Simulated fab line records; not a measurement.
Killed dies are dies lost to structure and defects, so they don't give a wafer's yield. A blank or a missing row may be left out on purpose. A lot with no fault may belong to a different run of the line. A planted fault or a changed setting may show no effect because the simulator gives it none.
Matching of chambers :: flow nand-harc :: rie-diel-08 running NHARC_A_STAIRCASE_DESCUM_252: 4 sister chambers
The step chemistry O2, time 3 s. 4 wafers are shown with their chamber, then 9 later ones without.

== WAFERS, EACH WITH ITS CHAMBER ==
wafer: L084.6
chamber: 3
showerhead-plenum-p-Torr (Torr): 2.05

wafer: L086.3
chamber: 0
showerhead-plenum-p-Torr (Torr): 1.93

wafer: L086.4
chamber: 1
showerhead-plenum-p-Torr (Torr): 2.05

wafer: L086.6
chamber: 2
showerhead-plenum-p-Torr (Torr): 1.92

== WAFERS WHOSE CHAMBER IS MISSING ==
wafer: L087.2
showerhead-plenum-p-Torr (Torr): 2.04

wafer: L087.5
showerhead-plenum-p-Torr (Torr): 1.93

wafer: L087.6
showerhead-plenum-p-Torr (Torr): 2.05

wafer: L090.3
showerhead-plenum-p-Torr (Torr): 1.93

wafer: L090.4
showerhead-plenum-p-Torr (Torr): 1.91

wafer: L090.5
showerhead-plenum-p-Torr (Torr): 1.93

wafer: L096.3
showerhead-plenum-p-Torr (Torr): 1.92

wafer: L096.5
showerhead-plenum-p-Torr (Torr): 1.92

wafer: L096.6
showerhead-plenum-p-Torr (Torr): 2.04

== WHICH CHAMBER EACH WENT THROUGH ==
wafer: L087.2
from the rows above: can't be placed: 1 or 3
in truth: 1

wafer: L087.5
from the rows above: can't be placed: 0 or 2
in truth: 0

wafer: L087.6
from the rows above: can't be placed: 1 or 3
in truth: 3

wafer: L090.3
from the rows above: can't be placed: 0 or 2
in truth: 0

wafer: L090.4
from the rows above: can't be placed: 2 or 0
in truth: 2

wafer: L090.5
from the rows above: can't be placed: 0 or 2
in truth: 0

wafer: L096.3
from the rows above: can't be placed: 2 or 0
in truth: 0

wafer: L096.5
from the rows above: can't be placed: 2 or 0
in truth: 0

wafer: L096.6
from the rows above: can't be placed: 1 or 3
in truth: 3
Placed correctly: 0 of 9. Can't be placed from these rows: 9 (the true chamber is among the candidates in 9). Placed wrongly: 0.
How it was worked out, from the rows above alone: a wafer's distance from a chamber is the root of the sum, over the readings, of the square of ((its reading less the chamber's mean) divided by the reading's scatter). If the next closest chamber is less than 2 further off than the closest, the wafer can't be placed; otherwise it belongs to the closest. Each chamber's mean is taken over the wafers shown for it. The scatter (one wafer shown for each chamber): square how far every hidden wafer sits from the nearest shown wafer, average those squares and take the square root.
